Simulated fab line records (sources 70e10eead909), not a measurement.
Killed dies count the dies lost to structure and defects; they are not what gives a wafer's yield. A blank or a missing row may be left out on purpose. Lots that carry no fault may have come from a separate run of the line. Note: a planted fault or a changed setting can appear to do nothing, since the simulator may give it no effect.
fab line records    flow nand_harc
[record] lots = 6  wafers = 18  last_day = 33
route steps=1302 shown A_SLIT@941 A_SIN_REMOVE@947 A_WL_FILL@952 END@1302
lots that met no fault: from a run of the same line without faults
start_h: hours from the record's opening day to when the first of the lot's shown wafers began    wait_h: how many hours have passed since the lot's step before this one    " repeats the value in the row above    L1.1+2: several wafers, shown together as one row    - no value present, or no start provided    * or withheld: withheld    < > ~ a bound
route shown NAME@n: NAME is a module with steps in the file, n the number in the route of the first one    usual: mean/standard deviation of fault-free wafers    same: alike in all rows    chamber/n: place in a boat    sites: each site's reading    _std_site: the values' standard deviation    _edge_site: inner sites' mean taken away from outer sites' mean    radius_mm: how far each site lies from the wafer's centre    mask NAME#n: copy n    behind: the most recent tool/chamber to have shaped the wafer    hold: why the lot went on hold/how many hours it stayed there/how the hold came to an end    device: transistor that didn't switch, given as n, p or np    end of line: at the end of the route, the tests of the same wafers    a step without rows: its recipe alone    killed: at the first sort, the dies lost to defects and structure; wafer yield is something else    map: the dies of a wafer, with x for killed, . for not killed, _ for no die there
set.NAME: the run value of the setting; set.NAME@STEP: its run value at that earlier step    model.NAME: the simulator's own value behind a step, which no gauge read
lots at selected steps of the route; one table per step, one row per wafer
services: the hour from which a tool's chamber was out of use, counted from the record's first day as start_h (under 0 if before that day), plus the number of hours and why
[[steps]]
[step NHARC_A_SLIT_STRIP_28]
[recipe] o2_flow_sccm = 400  cos_flow_sccm = 20  ar_flow_sccm = 0  bias_w = 0  chemistry = O2/COS
[step NHARC_A_SLIT_ETCH_29]
[recipe] target_depth_a = 1000  overetch_a = 100  time_s = 55  ion_energy_ev = 100  cf4_flow_sccm = 80  o2_flow_sccm = 20  ar_flow_sccm = 0  rf_w = 300  bias_w = 100  chemistry = CF4/O2
[usual] cf4_flow_sccm = 80.02/0.22  drypump_motor_current_A = 5.7/0.5  mfc_ar_sccm = 0.007/0.0087  oes_product_au = 1.002/0.011  rf_vpp_V = 197.7/1.6  showerhead_plenum_p_Torr = 1.33/0.065  throttle_valve_pct = 13.395/0.0091
[same] time_s = 55
lot.wafer  tool         chamber  start_h  wait_h  cf4_flow_sccm  drypump_motor_current_A  mfc_ar_sccm  oes_product_au  rf_hours_counter_h  rf_vpp_V  showerhead_plenum_p_Torr  throttle_valve_pct
L805.3     rie_diel-13  2        541.51   0.1     79.92          5.6                      0.017        1.008           2                   197.4     1.34                      13.392
L805.4     "            1        "        "       79.99          5.4                      0.002        1.002           2                   199.4     1.41                      13.398
L805.5     "            2        "        "       79.91          5.5                      0.017        1.016           -                   198.4     1.34                      13.404
L806.2     rie_diel-04  3        576.89   0.1     79.98          5.9                      0            0.996           2                   196.0     1.30                      13.393
L806.4     "            0        "        "       79.82          5.3                      0            1.026           2                   199.5     1.42                      13.387
L806.5     "            3        "        "       80.08          5.9                      0            1.001           -                   195.7     1.30                      13.393
L807.1     rie_diel-13  2        580.75   0.1     79.81          5.5                      0.017        1.018           3                   197.1     1.34                      13.405
L807.3     "            1        "        "       80.10          5.3                      0.002        0.991           4                   197.5     1.41                      13.405
L807.5     "            2        "        "       80.32          5.5                      0.017        1.005           -                   197.1     1.34                      13.388
L816.4     rie_diel-13  3        657.37   0.1     79.94          4.8                      0            1.019           8                   198.4     1.40                      13.404
L816.5     "            3        "        "       80.06          4.8                      0            1.021           -                   199.0     1.40                      13.404
L816.6     "            0        "        "       80.33          5.9                      0.014        1.013           -                   195.0     1.28                      13.389
L817.3     rie_diel-04  0        671.52   0.1     79.80          5.4                      0            1.012           8                   200.6     1.42                      13.396
L817.4     "            2        "        "       79.66          6.8                      0.018        0.990           8                   196.6     1.25                      13.397
L817.5     "            3        "        "       80.09          5.9                      0            1.005           -                   195.8     1.30                      13.385
L818.4     rie_diel-09  2        684.34   0.1     80.23          5.5                      0            1.005           0                   195.8     1.25                      13.401
L818.2     "            1        "        "       80.02          5.7                      0.025        0.993           0                   195.9     1.24                      13.403
L818.6     "            3        "        "       80.09          5.4                      0.011        0.982           -                   201.4     1.43                      13.398
[step NHARC_A_SLIT_STRIP_18]
[recipe] o2_flow_sccm = 500  ar_flow_sccm = 0  bias_w = 0  chemistry = O2
[usual] drypump_motor_current_A = 5.7/0.52  mfc_ar_sccm = 0.007/0.0084  oes_product_au = 1.001/0.011  rf_vpp_V = 57.8/0.87  showerhead_plenum_p_Torr = 3.52/0.16  throttle_valve_pct = 17.036/0.0085
lot.wafer  tool         chamber  start_h  wait_h  drypump_motor_current_A  mfc_ar_sccm  oes_product_au  rf_hours_counter_h  rf_vpp_V  showerhead_plenum_p_Torr  throttle_valve_pct
L805.4     rie_diel-13  0        -        -       5.9                      0.014        1.013           2                   58.7      3.39                      17.037
L805.3     "            3        "        "       4.9                      0            1.021           2                   58.4      3.69                      17.042
L805.5     "            1        "        "       5.4                      0.002        0.993           -                   57.6      3.71                      17.040
L806.4     rie_diel-04  0        -        -       5.4                      0            1.015           2                   58.3      3.75                      17.027
L806.2     "            1        "        "       5.8                      0            0.997           2                   57.3      3.55                      17.053
L806.5     "            0        "        "       5.3                      0            1.024           -                   57.3      3.75                      17.029
L807.1     rie_diel-13  0        -        -       5.8                      0.014        1.018           3                   58.5      3.39                      17.038
L807.3     "            1        "        "       5.4                      0.002        0.993           4                   57.8      3.71                      17.033
L807.5     "            1        "        "       5.4                      0.002        0.989           -                   59.4      3.71                      17.029
L816.4     rie_diel-13  2        -        -       5.6                      0.017        1.016           9                   57.4      3.53                      17.019
L816.6     "            2        "        "       5.6                      0.017        1.009           -                   58.1      3.53                      17.042
L816.5     "            3        "        "       4.9                      0            1.009           -                   58.2      3.68                      17.045
L817.4     rie_diel-04  1        -        -       5.8                      0            0.998           9                   57.8      3.55                      17.028
L817.3     "            3        "        "       6.0                      0            0.986           8                   59.1      3.44                      17.037
L817.5     "            2        "        "       6.8                      0.018        0.995           -                   56.2      3.31                      17.047
L818.4     rie_diel-09  1        -        -       5.7                      0.025        0.993           0                   58.2      3.30                      17.029
L818.2     "            2        "        "       5.5                      0            1.015           0                   56.4      3.32                      17.028
L818.6     "            3        "        "       5.5                      0.011        0.991           -                   56.7      3.76                      17.034
[step NHARC_A_SLIT_PRECLEAN_19]
[recipe] time_s = *  temp_c = 50  bath_age_min = 0  chemistry = SC1
[step NHARC_A_SLIT_SRD_20]
[step NHARC_A_SLIT_CD_MEAS_21]
[usual] cd_nm = 289.6/0.93
lot.wafer  tool       chamber  start_h  wait_h  cd_nm
L805.3     cd_sem-03  -        542.05   -       290.5
L805.4     "          -        "        "       288.7
L805.5     "          -        "        "       289.4
L806.2     cd_sem-01  -        577.42   -       288.7
L806.4     "          -        "        "       288.3
L806.5     "          -        "        "       288.4
L807.1     cd_sem-03  -        581.28   -       290.1
L807.3     "          -        "        "       290.0
L807.5     "          -        "        "       289.8
L816.4     cd_sem-02  -        657.91   -       289.2
L816.5     "          -        "        "       289.9
L816.6     "          -        "        "       290.9
L817.3     cd_sem-02  -        672.06   -       288.6
L817.4     "          -        "        "       290.3
L817.5     "          -        "        "       289.8
L818.2     cd_sem-02  -        684.87   -       287.1
L818.4     "          -        "        "       287.7
L818.6     "          -        "        "       288.4
[step NHARC_A_SIN_REMOVE_WET_00]
[recipe] temp_c = 160  time_s = 15300  chemistry = H3PO4
[step NHARC_A_SIN_REMOVE_PRECLEAN_01]
[recipe] time_s = *  temp_c = 50  bath_age_min = 0  chemistry = SC1
[step NHARC_A_SIN_REMOVE_SRD_02]
[step NHARC_A_SIN_REMOVE_INSPECT_04]
[usual] raw_defect_count = 390/84
lot.wafer  tool               chamber  start_h  wait_h  raw_defect_count
L805.3     defect_inspect-01  -        548.76   0.0     313
L805.4     "                  -        "        "       349
L805.5     "                  -        "        "       380
L806.2     defect_inspect-02  -        584.08   0.0     300
L806.4     "                  -        "        "       280
L806.5     "                  -        "        "       331
L807.1     defect_inspect-01  -        587.92   0.0     287
L807.3     "                  -        "        "       392
L807.5     "                  -        "        "       344
L816.4     defect_inspect-02  -        664.52   0.0     340
L816.5     "                  -        "        "       432
L816.6     "                  -        "        "       308
L817.3     defect_inspect-01  -        678.73   0.0     366
L817.4     "                  -        "        "       434
L817.5     "                  -        "        "       269
L818.2     defect_inspect-01  -        691.59   0.0     366
L818.4     "                  -        "        "       328
L818.6     "                  -        "        "       351
[step NHARC_A_WL_FILL_ALD_00]
[recipe] target_thk_a = 30  pulse_time_s = 3  ald_cycles = 30  temp_c = 300  material = Al2O3
[usual] heater_power_outer_w = 275/29  heater_power_w = 476/51  precursor_pulse_height_rel = 1.000/0.018
[same] ald_cycles = 30
lot.wafer  tool       chamber  start_h  wait_h  heater_power_outer_w  heater_power_w  precursor_pulse_height_rel
L805.3     ald_hk-03  0        548.82   0.1     263                   427             1.014
L805.4     "          3        "        "       326                   553             1.004
L805.5     "          0        "        "       267                   424             0.995
L806.2     ald_hk-03  1        584.19   0.1     255                   440             0.963
L806.4     "          2        "        "       250                   428             0.976
L806.5     "          0        "        "       272                   436             1.017
L807.3     ald_hk-03  1        587.99   0.1     263                   447             0.976
L807.1     "          3        "        "       321                   565             0.997
L807.5     "          2        "        "       250                   440             0.995
L816.4     ald_hk-03  0        665.80   1.3     271                   441             0.991
L816.5     "          0        "        "       277                   432             0.985
L816.6     "          1        "        "       252                   444             1.013
L817.4     ald_hk-04  2        678.85   0.1     255                   424             0.987
L817.3     "          0        "        "       281                   506             1.018
L817.5     "          1        "        "       220                   428             0.994
L818.4     ald_hk-03  0        691.68   0.1     275                   437             0.960
L818.2     "          2        "        "       254                   440             1.012
L818.6     "          0        "        "       278                   441             1.009
[step NHARC_A_WL_FILL_RTA_01]
[recipe] temp_c = 1000  time_s = 5
[usual] lamp_power_pct = 33.6/0.7  lamp_zone_1_pct = 33.6/0.7  lamp_zone_2_pct = 33.5/0.7  lamp_zone_3_pct = 33.6/0.7  lamp_zone_4_pct = 33.6/0.7  lamp_zone_5_pct = 33.6/0.7  lamp_zone_6_pct = 33.5/0.69  lamp_zone_7_pct = 34.1/0.71  wafer_temp_C_max = 1004.3/2.3
[same] time_s = 5
lot.wafer  tool           chamber  start_h  wait_h  lamp_power_pct  lamp_zone_1_pct  lamp_zone_2_pct  lamp_zone_3_pct  lamp_zone_4_pct  lamp_zone_5_pct  lamp_zone_6_pct  lamp_zone_7_pct  wafer_temp_C_max
L805.3     rtp_anneal-02  0        549.14   -       32.8            32.8             32.8             32.8             32.8             32.8             32.7             33.3             1005.6
L805.4     "              0        "        "       32.8            32.8             32.8             32.8             32.8             32.9             32.7             33.3             1007.0
L805.5     "              0        "        "       32.8            32.7             32.8             32.8             32.8             32.8             32.7             33.3             1007.1
L806.2     rtp_anneal-02  0        584.43   -       28.7            28.7             28.6             28.6             28.7             28.7             28.6             29.2             960.8
L806.4     "              0        "        "       28.6            28.6             28.6             28.7             28.6             28.6             28.6             29.2             959.6
L806.5     "              0        "        "       28.6            28.6             28.7             28.6             28.7             28.6             28.6             29.3             961.9
L807.1     rtp_anneal-02  0        588.25   -       28.7            28.6             28.7             28.6             28.6             28.7             28.5             29.2             958.2
L807.3     "              0        "        "       28.6            28.6             28.6             28.6             28.6             28.7             28.5             29.2             959.4
L807.5     "              0        "        "       28.7            28.6             28.6             28.7             28.6             28.7             28.5             29.2             957.9
L816.4     rtp_anneal-02  0        666.16   -       32.7            32.7             32.7             32.8             32.8             32.7             32.7             33.3             1005.3
L816.5     "              0        "        "       32.8            32.7             32.8             32.8             32.7             32.7             32.7             33.3             1005.8
L816.6     "              0        "        "       32.8            32.8             32.8             32.8             32.7             32.7             32.7             33.2             1005.3
L817.3     rtp_anneal-01  0        679.28   0.3     34.1            34.2             34.2             34.2             34.2             34.2             34.0             34.8             1001.6
L817.4     "              0        "        "       34.2            34.1             34.1             34.2             34.2             34.2             34.2             34.7             1002.9
L817.5     "              0        "        "       34.1            34.1             34.1             34.1             34.2             34.2             34.1             34.7             1002.1
L818.2     rtp_anneal-01  0        692.09   -       34.1            34.2             34.2             34.1             34.1             34.2             34.1             34.8             1002.7
L818.4     "              0        "        "       34.1            34.1             34.1             34.2             34.1             34.1             34.1             34.7             1001.4
L818.6     "              0        "        "       34.1            34.1             34.2             34.2             34.1             34.1             34.0             34.7             1002.1
[step NHARC_A_WL_FILL_ALD_02]
[recipe] target_thk_a = 20  pulse_time_s = 3  ald_cycles = 100  temp_c = 450  material = TiN
[usual] heater_power_outer_w = 706/67  heater_power_w = 1113/100  precursor_pulse_height_rel = 0.999/0.018
[same] ald_cycles = 100
lot.wafer  tool          chamber  start_h  wait_h  heater_power_outer_w  heater_power_w  precursor_pulse_height_rel
L805.4     ald_metal-02  0        549.34   0.1     624                   944             1.011
L805.3     "             2        "        "       717                   1091            1.029
L805.5     "             0        "        "       619                   995             0.973
L806.4     ald_metal-04  3        584.65   0.1     709                   1101            1.051
L806.2     "             1        "        "       877                   1359            1.009
L806.5     "             3        "        "       691                   1099            0.995
L807.1     ald_metal-01  0        588.46   0.2     689                   1109            1.014
L807.3     "             1        "        "       621                   983             0.984
L807.5     "             1        "        "       625                   946             0.978
L816.4     ald_metal-04  0        666.41   0.2     675                   1038            0.974
L816.6     "             1        "        "       820                   1304            0.988
L816.5     "             2        "        "       665                   1070            1.015
L817.3     ald_metal-04  1        679.44   0.1     825                   1334            0.980
L817.4     "             2        "        "       669                   1047            0.983
L817.5     "             1        "        "       812                   1323            1.018
L818.2     ald_metal-02  0        692.28   0.2     682                   1009            0.992
L818.4     "             2        "        "       700                   1101            1.001
L818.6     "             0        "        "       669                   1021            0.998
[step NHARC_END_SORT_01]
[recipe] temp_c = 25
[usual] killed_at_array = 55/19  killed_at_other = 0.6/0.99  killed_at_periphery = 4.2/2.6  killed_dies = 60/18  killed_open = 3.4/1.7  killed_short = 2.3/1.5
[same] gross_dies = 677
lot.wafer  tool       chamber  start_h  wait_h  killed_at_array  killed_at_other  killed_at_periphery  killed_dies  killed_open  killed_short
L807.1     prober-01  0        682.37   2.5     37               0                10                   47           4            5
L807.3     prober-01  0        683.97   3.1     33               1                5                    39           2            3
L807.5     prober-01  0        685.57   3.7     40               0                4                    44           4            1
L806.2     prober-02  0        683.16   2.8     24               3                5                    32           6            1
L806.4     prober-02  0        684.77   3.4     28               3                3                    34           4            3
L806.5     prober-02  0        685.58   3.7     32               2                7                    41           5            4
L816.4     prober-02  0        767.40   3.4     49               0                1                    50           4            3
L816.5     prober-02  0        768.20   3.7     41               1                3                    45           5            1
L816.6     prober-02  0        769.00   4.0     53               0                3                    56           6            0
// killed by level:class
L807.1 A_CHANNEL_HOLE_D2:chamber_film_flake=21 A_CHANNEL_HOLE_D1:chamber_film_flake=6 P_M0:chamber_film_flake=4 P_CONTACT:chamber_film_flake=2 A_STAIRCASE:chamber_film_flake=2 P_CONTACT:geometric_particle:short=1 P_M0:geometric_particle:open=1 P_M1:geometric_particle:short=1
L806.2 A_CHANNEL_HOLE_D1:chamber_film_flake=5 A_STAIRCASE:chamber_film_flake=5 A_CONTACT:chamber_film_flake=3 THIN_TSV:chamber_film_flake=3 P_M0:geometric_particle:open=2 P_M0:chamber_film_flake=2 A_SLIT:chamber_film_flake=2 A_CHANNEL_HOLE_D2:geometric_particle:open=1
L807.3 A_CHANNEL_HOLE_D2:chamber_film_flake=17 A_CHANNEL_HOLE_D1:chamber_film_flake=10 P_ZERO_WELL:chamber_film_flake=2 P_GATE:geometric_particle:open=1 A_ONON_D1:geometric_particle:open=1 A_DECK1_JOINT:geometric_particle:short=1 A_WL_FILL:geometric_particle:short=1 STARTING-WAFER:geometric_particle:short=1
L806.4 A_CHANNEL_HOLE_D1:chamber_film_flake=5 A_STAIRCASE:chamber_film_flake=5 A_CONTACT:chamber_film_flake=5 A_M0:geometric_particle:open=2 A_SLIT:chamber_film_flake=2 A_WL_FILL:chamber_film_flake=2 A_BONDPAD:chamber_film_flake=2 THIN_TSV:chamber_film_flake=2
L807.5 A_CHANNEL_HOLE_D2:chamber_film_flake=21 A_SLIT:chamber_film_flake=5 A_CHANNEL_HOLE_D1:chamber_film_flake=4 P_CONTACT:chamber_film_flake=2 A_WL_FILL:chamber_film_flake=2 P_M0:geometric_particle:short=1 A_WL_FILL:geometric_particle:open=1 A_CONTACT:geometric_particle:open=1
L806.5 A_CHANNEL_HOLE_D1:chamber_film_flake=10 A_STAIRCASE:chamber_film_flake=4 A_WL_FILL:chamber_film_flake=4 A_CHANNEL_FILL_D1:chamber_film_flake=3 A_CONTACT:chamber_film_flake=3 P_M0:chamber_film_flake=2 A_SLIT:chamber_film_flake=2 P_CONTACT:geometric_particle:open=1
L816.4 A_SLIT:chamber_film_flake=30 A_CHANNEL_HOLE_D1:unspecified=5 A_STAIRCASE:chamber_film_flake=3 A_CHANNEL_HOLE_D2:chamber_film_flake=2 A_M1:chamber_film_flake=2 P_M0:geometric_particle:short=1 A_CHANNEL_HOLE_D1:geometric_particle:open=1 A_CHANNEL_FILL_D2:geometric_particle:short=1
L816.5 A_SLIT:chamber_film_flake=26 A_CHANNEL_HOLE_D1:chamber_film_flake=3 P_ZERO_WELL:chamber_film_flake=2 A_CHANNEL_HOLE_D1:unspecified=2 A_STAIRCASE:chamber_film_flake=2 A_CONTACT:chamber_film_flake=2 P_M0:geometric_particle:open=1 A_DECK1_JOINT:geometric_particle:open=1
L816.6 A_SLIT:chamber_film_flake=36 A_STAIRCASE:chamber_film_flake=5 A_CHANNEL_HOLE_D1:unspecified=3 A_CHANNEL_HOLE_D1:chamber_film_flake=2 A_CONTACT:chamber_film_flake=2 P_GATE:geometric_particle:open=1 P_CONTACT:geometric_particle:open=1 P_M0:geometric_particle:open=1
[[services]]
tool          chamber  start_h  hours  kind
rie_diel-13   -        519.41   9.0    pm
rie_diel-13   0        519.41   9.0    vent_cycle
rie_diel-13   1        519.41   9.0    vent_cycle
rie_diel-13   2        519.41   9.0    vent_cycle
rie_diel-13   3        519.41   9.0    vent_cycle
ald_metal-01  -        526.00   10.0   pm
rie_diel-13   0        528.41   -      clean
rie_diel-13   1        528.41   -      clean
rie_diel-13   2        528.41   -      clean
rie_diel-13   3        528.41   -      clean
rie_diel-04   -        531.97   9.0    pm
ald_metal-04  -        532.73   0.8    repair
ald_metal-01  0        536.53   6.3    repair
rie_diel-13   0        552.91   -      clean
ald_metal-01  2        559.06   52.2   repair
rie_diel-13   -        561.28   0.6    repair
ald_metal-04  2        570.80   1.5    repair
ald_hk-03     -        571.56   10.0   pm
ald_metal-02  -        610.00   10.0   pm
ald_metal-04  0        613.55   20.7   repair
ald_metal-04  -        652.00   10.0   pm
ald_metal-02  1        660.19   5.8    repair
rie_diel-09   -        674.13   9.0    pm
ald_metal-04  0        683.65   7.5    repair
[[key]]
[first_sign] step = NHARC_A_WL_FILL_RTA_01  reading = wafer_temp_C_max  direction = down  sigmas = 20  usual = *  struck = *
[effect] step = NHARC_A_WL_FILL_RTA_01  reading = lamp_zone_6_pct  direction = down  sigmas = 7.1  usual = 33.5  struck = 28.6
met_at NHARC_A_WL_FILL_RTA_01
struck_wafers L806.2,L806.4,L806.5,L807.1,L807.3,L807.5
tester_left_out L806,L807
onset_between 549.14 584.43
[fault] kind = process_parameter_drift  tool = rtp_anneal-02  chamber = -  onset_h = 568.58  steps = NHARC_A_WL_FILL_RTA_01  channel = temp_c  offset = *  shape = step  end_h = 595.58  acts_in = *  stated = *
// tester_left_out: of these lots the tester's yield and bins aren't shown, on N5 and GAA mostly nor the transistor test; their killed dies are dies lost to structure and defects alone, not to doping, threshold or leakage, so they don't give the yield
